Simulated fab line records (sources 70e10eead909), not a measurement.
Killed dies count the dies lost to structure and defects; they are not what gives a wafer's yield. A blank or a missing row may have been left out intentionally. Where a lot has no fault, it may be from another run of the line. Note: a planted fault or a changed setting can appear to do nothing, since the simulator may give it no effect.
Which tool is to blame?	flow nand-harc	11 lots, 33 wafers sampled, at 7 steps of a route of 1302

WHAT THE GAUGES SHOWED, per wafer
NHARC_P_ZERO_WELL_CD_MEAS_52: the cd target is 2000 nm. Usual: cd-nm 2000.4 nm, standard deviation 1.4.
lot	measured	on	cd-nm (nm)	flag
L124	day 3 07:45	cd-sem-03	2001.1 2000.9 2001.9	
L126	day 4 03:46	cd-sem-03	2000.1 2000.5 1999.2	
L129	day 5 09:46	cd-sem-01	1999.3 2001.4 2000.0	
L130	day 5 19:31	cd-sem-01	1997.9 1998.6 1998.9	
L134	day 7 11:47	cd-sem-02	- - -	OFF
L135	day 7 21:37	cd-sem-02	- - -	OFF
L136	day 8 07:44	cd-sem-03	- - -	OFF
L140	day 9 23:43	cd-sem-03	2000.7 2002.4 2001.1	
L141	day 10 10:17	cd-sem-01	2004.7 2003.2 2002.5	
L142	day 10 19:39	cd-sem-02	2002.7 2001.7 2002.0	
L144	day 11 15:52	cd-sem-03	1999.3 2001.1 1999.5	

NHARC_P_ZERO_WELL_INSPECT_43. Usual: raw-defect-count 13, standard deviation 6.
lot	measured	on	raw-defect-count	flag
L124	day 3 09:34	defect-inspect-01	10 22 15	
L126	day 4 05:36	defect-inspect-01	7 14 14	
L129	day 5 11:34	defect-inspect-02	12 26 8	
L130	day 5 21:19	defect-inspect-02	9 24 15	
L134	day 7 13:37	defect-inspect-01	1082 1103 1056	OFF
L135	day 7 23:28	defect-inspect-01	1102 1150 1029	OFF
L136	day 8 09:32	defect-inspect-01	1104 1093 1087	OFF
L140	day 10 01:34	defect-inspect-02	15 21 19	
L141	day 10 12:07	defect-inspect-01	12 21 17	
L142	day 10 21:28	defect-inspect-02	9 7 10	
L144	day 11 17:41	defect-inspect-02	8 8 4	

NHARC_END_SORT_01. Usual: killed-at-array 59, standard deviation 19; killed-at-other 0.6, standard deviation 0.85; killed-at-periphery 3.8, standard deviation 2.5; killed-dies 64, standard deviation 19; killed-open 3.3, standard deviation 1.8; killed-short 2.2, standard deviation 1.6.
lot	measured	on	killed-at-array	killed-at-other	killed-at-periphery	killed-dies	killed-open	killed-short	flag
L134	day 30 04:56	prober-02	84 76 71	0 0 0	593 601 606	677 677 677	4 5 3	1 2 3	OFF
L135	day 30 11:58	prober-02	41 39 32	0 0 0	636 638 645	677 677 677	3 2 1	2 1 2	OFF
L140	day 32 20:58	prober-02	25 24 31	0 1 0	3 2 6	28 27 37	4 4 7	0 1 3	

EACH LOT AND THE TOOL THAT RAN IT (in order: tool; ch and the chambers of the sampled wafers; start)
lot	NHARC_P_ZERO_WELL_DESCUM_13	NHARC_P_ZERO_WELL_ETCH_63	NHARC_P_ZERO_WELL_EXPOSE_49	NHARC_P_GATE_DEP_103
L124	rie-diel-08 ch 1,3, day 3 03:23	rie-si-02 ch 0,2,3, day 3 03:40	krf-scanner-01 ch 0, day 3 07:35	pecvd-04 ch 0,1,2, day 6 10:08
L126	rie-diel-02 ch 0,1,3, day 3 23:25	rie-si-02 ch 0,2,3, day 3 23:40	krf-scanner-01 ch 0, day 4 03:37	pecvd-04 ch 0,1, day 7 00:41
L129	rie-diel-03 ch 1,2,3, day 5 05:25	rie-si-05 ch 1,2, day 5 05:40	krf-scanner-01 ch 0, day 5 09:37	pecvd-03 ch 0,2, day 8 16:44
L130	rie-diel-02 ch 0,2,3, day 5 15:17	rie-si-02 ch 1,2,3, day 5 15:33	krf-scanner-04 ch 0, day 5 19:21	pecvd-04 ch 0,1,2, day 8 20:17
L134	rie-diel-02 ch 0,2, day 7 07:25	rie-si-05 ch 2,3, day 7 07:42	krf-scanner-01, day 7 11:38	-
L135	rie-diel-03 ch 0,1,2, day 7 17:25	rie-si-02 ch 2,3, day 7 17:40	krf-scanner-01, day 7 21:28	-
L136	rie-diel-08 ch 0,3, day 8 03:17	rie-si-02 ch 2,3, day 8 03:32	krf-scanner-04, day 8 07:35	-
L140	rie-diel-08 ch 0,1,3, day 9 19:25	rie-si-05 ch 1,2,3, day 9 19:39	krf-scanner-02 ch 0, day 9 23:34	pecvd-02 ch 0,2, day 12 19:46
L141	rie-diel-03 ch 2,3, day 10 05:26	rie-si-04 ch 0,1,3, day 10 05:49	krf-scanner-01 ch 0, day 10 10:08	pecvd-02 ch 0,1, day 13 11:47
L142	rie-diel-03 ch 0,1,3, day 10 15:17	rie-si-04 ch 1,2,3, day 10 15:37	krf-scanner-01 ch 0, day 10 19:30	pecvd-03 ch 0,1,2, day 13 15:19
L144	rie-diel-02 ch 0,1,3, day 11 11:25	rie-si-04 ch 0,1,3, day 11 11:40	krf-scanner-04 ch 0, day 11 15:42	pecvd-04 ch 0,1, day 14 13:44
- NHARC_P_ZERO_WELL_DESCUM_13: chemistry O2, time 3 s.
- NHARC_P_ZERO_WELL_ETCH_63: etches the open film in HBr/Cl2, target depth 120 nm, time 40.1 s.
- NHARC_P_ZERO_WELL_EXPOSE_49: exposes mask P HVPW, target cd 2000 nm.
- NHARC_P_GATE_DEP_103: deposits SiON, target thk 30 nm.

WHAT THE TOOLS THEMSELVES READ (means of the sampled wafers that have a number; where no wafer has one, the mark that the record gives instead)
NHARC_P_ZERO_WELL_DESCUM_13. Usual: drypump-motor-current-A 6.0 A, standard deviation 0.37; oes-product-au 0.997 a.u., standard deviation 0.0085; rf-vpp-V 57.9 V, standard deviation 0.84; showerhead-plenum-p-Torr 1.94 Torr, standard deviation 0.093; throttle-valve-pct 11.311 %, standard deviation 0.0084.
lot	tool	drypump-motor-current-A (A)	oes-product-au (a.u.)	rf-vpp-V (V)	showerhead-plenum-p-Torr (Torr)	throttle-valve-pct (%)	flag
L124	rie-diel-08	6.0	0.995	57.9	2.01	11.317	
L126	rie-diel-02	5.8	0.993	58.5	1.93	11.308	
L129	rie-diel-03	6.1	1.001	56.8	1.88	11.306	
L130	rie-diel-02	6.1	1.000	58.2	1.90	11.312	
L134	rie-diel-02	6.1	0.998	58.0	1.93	11.314	
L135	rie-diel-03	5.9	1.000	58.1	1.92	11.314	
L136	rie-diel-08	6.2	0.991	57.7	2.00	11.315	
L140	rie-diel-08	6.0	1.006	57.5	1.94	11.317	
L141	rie-diel-03	6.3	1.001	58.6	1.99	11.309	
L142	rie-diel-03	5.8	1.006	59.1	1.98	11.305	
L144	rie-diel-02	5.8	0.993	58.3	1.91	11.310	

NHARC_P_ZERO_WELL_ETCH_63. Usual: bias-w 99.96 W, standard deviation 0.29; drypump-motor-current-A 6.0 A, standard deviation 0.49; oes-product-au 0.998 a.u., standard deviation 0.007; throttle-valve-pct 26.406 %, standard deviation 0.0092.
lot	tool	bias-w (W)	drypump-motor-current-A (A)	oes-product-au (a.u.)	throttle-valve-pct (%)	flag
L124	rie-si-02	100.08	5.4	0.995	26.403	
L126	rie-si-02	99.97	5.4	0.993	26.404	
L129	rie-si-05	100.07	6.4	1.006	26.413	
L130	rie-si-02	99.52	5.6	0.997	26.410	
L134	rie-si-05	99.85	6.2	0.996	26.405	
L135	rie-si-02	99.77	5.3	0.993	26.414	
L136	rie-si-02	99.73	5.3	0.991	26.406	
L140	rie-si-05	99.96	6.1	0.995	26.408	
L141	rie-si-04	99.89	6.2	1.002	26.403	
L142	rie-si-04	100.15	6.5	0.995	26.404	
L144	rie-si-04	100.20	6.2	0.994	26.406	

NHARC_P_ZERO_WELL_EXPOSE_49. Usual: exposure-dose-mJ-cm2 22.647, standard deviation 0.023; focus-offset-nm -0.1 nm, standard deviation 0.59.
lot	tool	exposure-dose-mJ-cm2	focus-offset-nm (nm)	flag
L124	krf-scanner-01	22.636	0.3	
L126	krf-scanner-01	22.626	-1.1	
L129	krf-scanner-01	22.592	0.2	
L130	krf-scanner-04	22.622	0.7	
L134	krf-scanner-01	-	-	OFF
L135	krf-scanner-01	-	-	OFF
L136	krf-scanner-04	-	-	OFF
L140	krf-scanner-02	22.657	-0.6	
L141	krf-scanner-01	22.654	0.7	
L142	krf-scanner-01	22.652	0.4	
L144	krf-scanner-04	22.656	0.0	

NHARC_P_GATE_DEP_103. Usual: heater-power-w 698 W, standard deviation 92.
lot	tool	heater-power-w (W)	flag
L124	pecvd-04	736	
L126	pecvd-04	723	
L129	pecvd-03	642	
L130	pecvd-04	789	
L140	pecvd-02	706	
L141	pecvd-02	754	
L142	pecvd-03	667	
L144	pecvd-04	734	

THE ANSWER, worked out from the rows above alone
Rule: lot off if the mean of its wafers having a number is beyond 3 standard deviations from the usual mean. Also off: a lot with no number at a reading for which 4 or more lots have one. The other lots that the step has rows for count as sound. The gauges are gone through in route order, then the tools' own readings, and for those a lot's mean is taken as printed above. At the first step where some lot is off, the reading lying furthest off is the one used; lots without a number count as furthest.
Off: L134, L135, L136, at NHARC_P_ZERO_WELL_CD_MEAS_52 (cd-nm). Without a number there: L134, L135, L136.
If a tool, at a process step before that reading, ran all the lots that are off and no sound lot after the first of them, it fits. The gauges at NHARC_P_ZERO_WELL_CD_MEAS_52 aren't tried: what is off there is off at NHARC_P_ZERO_WELL_INSPECT_43 too, on other tools, and a gauge's error can't cause that. No candidate that was tried fits.

WHAT THE SIMULATOR PUT IN
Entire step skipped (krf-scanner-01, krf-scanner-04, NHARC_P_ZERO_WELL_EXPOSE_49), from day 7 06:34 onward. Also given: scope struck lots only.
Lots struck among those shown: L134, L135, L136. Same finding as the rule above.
